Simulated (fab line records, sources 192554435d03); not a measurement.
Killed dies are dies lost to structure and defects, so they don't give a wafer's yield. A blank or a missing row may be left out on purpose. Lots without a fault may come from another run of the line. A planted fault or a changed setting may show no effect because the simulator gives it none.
Which tool did it? | flow n5_finfet | 8 lots, 24 wafers sampled, at 1 step of a route of 1938

WHAT THE GAUGES READ, wafer by wafer
N5_BEOL_M4_RC_MEAS_101.
lot  | measured     | on        | DIBL_N (mV/V)
L499 | day 10 01:57 | prober-02 | 33.3 38.8 31.5
L502 | day 10 06:04 | prober-01 | 41.7 34.2 40.5
L500 | day 10 07:56 | prober-02 | 33.7 34.9 37.0
L501 | day 10 11:35 | prober-02 | 37.2 40.6 39.5
L511 | day 13 00:13 | prober-01 | 38.7 38.1 36.4
L515 | day 13 11:56 | prober-01 | 37.2 33.4 35.6
L518 | day 14 19:44 | prober-01 | 37.5 36.8 38.7
L520 | day 15 03:29 | prober-02 | 34.4 36.6 37.4

WHICH TOOL RAN EACH LOT (tool, then ch and the chambers of the sampled wafers, then the start)
The record holds no process step before these readings.

THE ANSWER, worked out from the rows above alone
Rule: what is usual is taken from the lots themselves. Put in order of their means at a reading, lots are off if they are a third of the lots or fewer, leave a main group of 4 or more, and stand apart from it by a gap of 3 or more times the standard deviation of the main group's means; of several such gaps the widest counts. A main group whose means are all the same, to the digits that the tables above print for the reading, isn't used. A lot without any number at a reading at which 4 lots or more have one is off too. The other lots that the step has rows for count as sound.
No lot is off at any reading shown: from this, nothing can be told.

WHAT THE SIMULATOR HAD PUT IN
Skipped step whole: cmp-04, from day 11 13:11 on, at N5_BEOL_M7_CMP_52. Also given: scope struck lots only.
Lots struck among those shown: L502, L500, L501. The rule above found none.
